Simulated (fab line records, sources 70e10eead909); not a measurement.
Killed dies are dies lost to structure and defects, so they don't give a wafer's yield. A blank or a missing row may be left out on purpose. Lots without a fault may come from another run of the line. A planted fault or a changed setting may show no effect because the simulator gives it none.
Chamber matching | flow nand_harc | NHARC_A_BLC_CMP_25 on cmp-01: 4 sister chambers
The step polishes, t overpolish 30 s, target thk 150 nm. 4 wafers are shown with their chamber, then 9 later ones without.

WAFERS WITH THEIR CHAMBER
wafer  | chamber | motor_current_A (A)
L090.3 | 1       | 11.4
L090.5 | 3       | 13.2
L090.2 | 2       | 11.4
L090.6 | 0       | 11.6

WAFERS WITHOUT THEIR CHAMBER
wafer  | motor_current_A (A)
L091.2 | 10.7
L091.3 | 11.4
L091.4 | 11.4
L095.2 | 13.3
L095.4 | 11.2
L095.6 | 11.7
L097.2 | 13.8
L097.3 | 10.9
L097.6 | 15.0

WHICH CHAMBER EACH WENT THROUGH
wafer  | from the rows above          | in truth
L091.2 | can't be placed: 1 or 2 or 0 | 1
L091.3 | can't be placed: 1 or 2 or 0 | 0
L091.4 | can't be placed: 1 or 2 or 0 | 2
L095.2 | 3                            | 3
L095.4 | can't be placed: 1 or 2 or 0 | 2
L095.6 | can't be placed: 0 or 1 or 2 | 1
L097.2 | 3                            | 3
L097.3 | can't be placed: 1 or 2 or 0 | 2
L097.6 | 3                            | 3
Placed correctly: 3 of 9. Can't be placed from these rows: 6 (the true chamber is among the candidates in 6). Placed wrongly: 0.
How it was worked out, from the rows above alone: a wafer's distance from a chamber is the root of the sum, over the readings, of the square of ((its reading less the chamber's mean) divided by the reading's scatter). The wafer belongs to the nearest chamber; if the next one is less than 2 further off, it can't be placed. A chamber's mean is the mean of its shown wafers. The scatter: with one shown wafer a chamber, the root of the mean of the squares of how far each hidden wafer lies from its nearest shown one.
